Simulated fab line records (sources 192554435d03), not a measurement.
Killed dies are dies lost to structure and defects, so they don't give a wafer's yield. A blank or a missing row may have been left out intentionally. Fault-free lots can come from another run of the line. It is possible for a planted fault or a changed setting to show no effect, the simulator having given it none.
Code-filled problem report in 8D (eight disciplines) form -- flow n5-finfet -- the parts of the form that need people (team, actions taken, sign-off) are left out

1. WHAT WENT WRONG
A mean of 118 is read at N5_PASSIVATION_PROBE_49 for killed_at_M4_up, taken on 1 wafer of 1 lot, against 13 (standard deviation 5.3) on wafers free of any fault. That is +20 standard deviations from the usual mean.
First observed at day 17 01:12: wafer L555.1, on prober-02. The record holds 3 wafers of 1 lot with a number at this step. The rule behind "out" and "out of limits": a value lying over 4 standard deviations away from the usual mean. The rest of the wafers with a number are treated as sound.

2. WHAT THIS IS AND IS NOT
question,is,is not
which readings at this step,"killed_at_M4_up, defect-limited-yield, killed-dies, sort_bin_5_function, sort-n-pass, sort-yield-pct","killed_at_M0_to_M3, killed-at-contacts, killed-at-front-end, killed-at-other, killed-open, killed-short, sort_bin_6_memory, sort_bin_8_speed"
which lots,L555,-
which wafers of those lots,L555.1,"L555.3, L555.5"
read on which tools,prober-02,-
when,from day 17 01:12,up to then (0 sound wafers); but 2 sound wafers of L555 came after

3. THE SUSPECTS, EACH WITH WHAT RULES IT OUT
Counting: a tool at a process step up to the reading stays a suspect if it ran every lot that is out. Sound lots after the first of them don't rule it out here, since some wafers of a struck lot are sound.
- ald-sin-02 at N5_BEOL_M4_ALD_98 (deposits SiO2, target thk 2.5 nm, pulse time 1 s, co reactant pulse time 1 s): kept. It ran the lot that is out, L555 (day 12 08:56).
- rie-metal-01 at N5_MIM_BOT_ETCH_ETCH_03 (etches the open film in Cl2/BCl3, target depth 12 nm): kept. It ran the lot that is out, L555 (day 16 14:52).
- pvd-sputter-01 at N5_PASSIVATION_SPUTTER_20 (material TaN, target thk 50 nm): kept. It ran the lot that is out, L555 (day 16 19:39).
- prober-02 at N5_PASSIVATION_PROBE_49: kept. It ran the lot that is out, L555 (day 17 01:12). Its own defect-limited-yield, killed_at_M4_up, killed-dies, sort_bin_5_function, sort-n-pass, sort-yield-pct readings are out on those wafers.
- At N5_BEOL_M4_ALD_98 on ald-sin-02, chamber 2 took the sound wafers of the same lots and chamber 0 took the wafers that are out.
- At N5_MIM_BOT_ETCH_ETCH_03 on rie-metal-01, chamber 1 took the sound wafers of the same lots and chamber 0 took the wafers that are out.
Left after counting: ald-sin-02 at N5_BEOL_M4_ALD_98, rie-metal-01 at N5_MIM_BOT_ETCH_ETCH_03, pvd-sputter-01 at N5_PASSIVATION_SPUTTER_20, prober-02 at N5_PASSIVATION_PROBE_49.

4. THE CAUSE (what the simulator had put in)
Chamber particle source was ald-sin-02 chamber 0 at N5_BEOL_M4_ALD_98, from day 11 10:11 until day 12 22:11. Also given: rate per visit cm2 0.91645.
After counting, 4 suspects remain, this tool included.

5. THE CHAIN OF EFFECTS, in route order
Each row: a reading where the mean over the struck wafers with a number is more than 3 standard deviations away from the usual. Scope: only readings with a usual standard deviation given in the record; hours: median across lots of the time from each lot's start at the first step in this table that gives one to its start at this step; sigmas: change in usual standard deviations.
hours,step,reading,usual,on struck wafers,change,sigmas
0,N5_PASSIVATION_PROBE_49,defect-limited-yield,91.6 %,82.5,-9.1,-6.5
0,N5_PASSIVATION_PROBE_49,killed_at_M4_up,13,118,+105,+20
0,N5_PASSIVATION_PROBE_49,killed-dies,99,206,+107,+6.7
0,N5_PASSIVATION_PROBE_49,killed-on-rim,13,26,+13,+3.1
0,N5_PASSIVATION_PROBE_49,sort_bin_5_function,4.9 %,10.8,+5.9,+6.6
0,N5_PASSIVATION_PROBE_49,sort-n-pass,1081,974,-107,-6.3
0,N5_PASSIVATION_PROBE_49,sort-yield-pct,91.6 %,82.5,-9.1,-6.5
Here are the process steps it includes:
- N5_PASSIVATION_PROBE_49

6. WHAT WOULD HAVE CAUGHT IT SOONER
135 hours passed between the start of the fault at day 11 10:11 and the first reading out of limits in this record, taken at day 17 01:12.
Of the tool readings at N5_BEOL_M4_ALD_98 for which the record gives a usual standard deviation, none was out on any struck wafer, so an alarm limit of 4 standard deviations on them would not have fired.
By day 17 01:12 the whole set of lots that are out, 1 in number, had already begun N5_BEOL_M4_ALD_98 on ald-sin-02. A hold on the tool at that time would have spared none of them.
